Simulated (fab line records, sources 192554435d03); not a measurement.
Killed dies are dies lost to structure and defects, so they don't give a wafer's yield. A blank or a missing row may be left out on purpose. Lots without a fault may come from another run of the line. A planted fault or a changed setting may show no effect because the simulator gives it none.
Which tool did it? | flow n5_finfet | 11 lots, 33 wafers sampled, at 6 steps of a route of 1938

WHAT THE GAUGES READ, wafer by wafer
N5_DUMMY_GATE_OVL_MEAS_16.
lot  | measured    | on         | GATE_OVL (nm)
L076 | day 3 11:17 | overlay-01 | 0.6 0.3 0.5
L078 | day 3 22:09 | overlay-01 | -0.4 0.6 0.3
L080 | day 4 09:49 | overlay-02 | 0.8 0.7 0.8
L082 | day 5 01:44 | overlay-01 | 0.0 -0.1 -0.4
L084 | day 5 13:52 | overlay-01 | 1.7 0.5 1.1
L086 | day 6 05:11 | overlay-02 | 0.2 0.7 0.5
L088 | day 6 13:14 | overlay-01 | -0.4 0.2 0.8
L090 | day 7 00:14 | overlay-01 | 0.8 0.0 0.8
L092 | day 7 10:30 | overlay-01 | 2.3 1.0 0.5
L094 | day 8 00:52 | overlay-02 | -0.4 -0.1 0.0
L096 | day 8 10:07 | overlay-01 | -0.3 0.9 0.3

WHICH TOOL RAN EACH LOT (tool, then ch and the chambers of the sampled wafers, then the start)
lot  | N5_ZERO_LAYER_ETCH_18           | N5_PMOS_HMC_CHANNEL_EPI_CMP_21 | N5_FIN_SAQP_HM_OPEN_33            | N5_STI_FIN_REVEAL_ETCH_34       | N5_DUMMY_GATE_CMP_04
L076 | rie_si-06 ch 0,3, day 2 00:55   | cmp-04 ch 0,1,3, day 2 07:58   | rie_diel-01 ch 0,3, day 2 13:43   | rie_si-03 ch 0,1,2, day 3 02:03 | cmp-04 ch 0,2,3, day 3 06:46
L078 | rie_si-06 ch 0,1,3, day 2 12:47 | cmp-04 ch 1,2, day 2 20:12     | rie_diel-06 ch 0,1,2, day 3 02:11 | rie_si-03 ch 0,2,3, day 3 12:53 | cmp-02 ch 1,2, day 3 17:36
L080 | rie_si-01 ch 2,3, day 3 00:55   | cmp-03 ch 0,1,2, day 3 07:50   | rie_diel-03 ch 0,2, day 3 13:55   | rie_si-01 ch 0,3, day 4 00:04   | cmp-04 ch 0,2,3, day 4 05:17
L082 | rie_si-06 ch 0,1,2, day 3 13:22 | cmp-03 ch 0,2,3, day 3 20:57   | rie_diel-06 ch 0,2,3, day 4 04:43 | rie_si-06 ch 0,2,3, day 4 16:02 | cmp-03 ch 1,2,3, day 4 21:10
L084 | rie_si-06 ch 1,2, day 4 00:55   | cmp-04 ch 0,3, day 4 07:46     | rie_diel-01 ch 0,3, day 4 14:44   | rie_si-01 ch 1,2, day 5 02:44   | cmp-03 ch 0,2,3, day 5 09:06
L086 | rie_si-06 ch 0,1, day 4 12:55   | cmp-01 ch 1,2,3, day 4 21:04   | rie_diel-03 ch 1,2,3, day 5 06:19 | rie_si-03 ch 1,2,3, day 5 17:58 | cmp-03 ch 1,2, day 5 22:38
L088 | rie_si-01 ch 0,2,3, day 5 00:48 | cmp-04 ch 1,2, day 5 07:11     | rie_diel-03 ch 0,1, day 5 13:43   | rie_si-06 ch 2,3, day 6 01:17   | cmp-04 ch 0,1, day 6 08:33
L090 | rie_si-03 ch 0,1,2, day 5 12:49 | cmp-03 ch 1,2,3, day 5 20:13   | rie_diel-01 ch 0,1,2, day 6 03:34 | rie_si-06 ch 0,2,3, day 6 14:54 | cmp-02 ch 1,2,3, day 6 19:35
L092 | rie_si-01 ch 0,2,3, day 6 00:47 | cmp-01 ch 0,2,3, day 6 07:44   | rie_diel-01 ch 1,3, day 6 14:43   | rie_si-06 ch 1,2,3, day 7 00:46 | cmp-04 ch 0,1, day 7 05:55
L094 | rie_si-01 ch 0,1, day 6 12:47   | cmp-04 ch 1,2, day 6 19:16     | rie_diel-06 ch 0,3, day 7 01:22   | rie_si-01 ch 1,2,3, day 7 11:46 | cmp-02 ch 2,3, day 7 16:31
L096 | rie_si-03 ch 0,1,3, day 7 00:55 | cmp-01 ch 0,2,3, day 7 07:52   | rie_diel-06 ch 0,2,3, day 7 14:50 | rie_si-06 ch 0,2,3, day 8 00:54 | cmp-02 ch 0,1,3, day 8 05:34
- N5_ZERO_LAYER_ETCH_18: etches Si in HBr/Cl2, target depth 120 nm, time 40 s.
- N5_PMOS_HMC_CHANNEL_EPI_CMP_21: polishes SiGe30, target thk 54 nm.
- N5_FIN_SAQP_HM_OPEN_33: chemistry CH3F/O2, target SiNx, target depth 49.4 nm, time 70.6 s.
- N5_STI_FIN_REVEAL_ETCH_34: etches Si in H2, material Si, target depth 0.97 nm.
- N5_DUMMY_GATE_CMP_04: polishes a-Si.

THE ANSWER, worked out from the rows above alone
Rule: what is usual is taken from the lots themselves. Put in order of their means at a reading, lots are off if they are a third of the lots or fewer, leave a main group of 4 or more, and stand apart from it by a gap of 3 or more times the standard deviation of the main group's means; of several such gaps the widest counts. A main group whose means are all the same, to the digits that the tables above print for the reading, isn't used. A lot without any number at a reading at which 4 lots or more have one is off too. The other lots that the step has rows for count as sound.
No lot is off at any reading shown: from this, nothing can be told.

WHAT THE SIMULATOR HAD PUT IN
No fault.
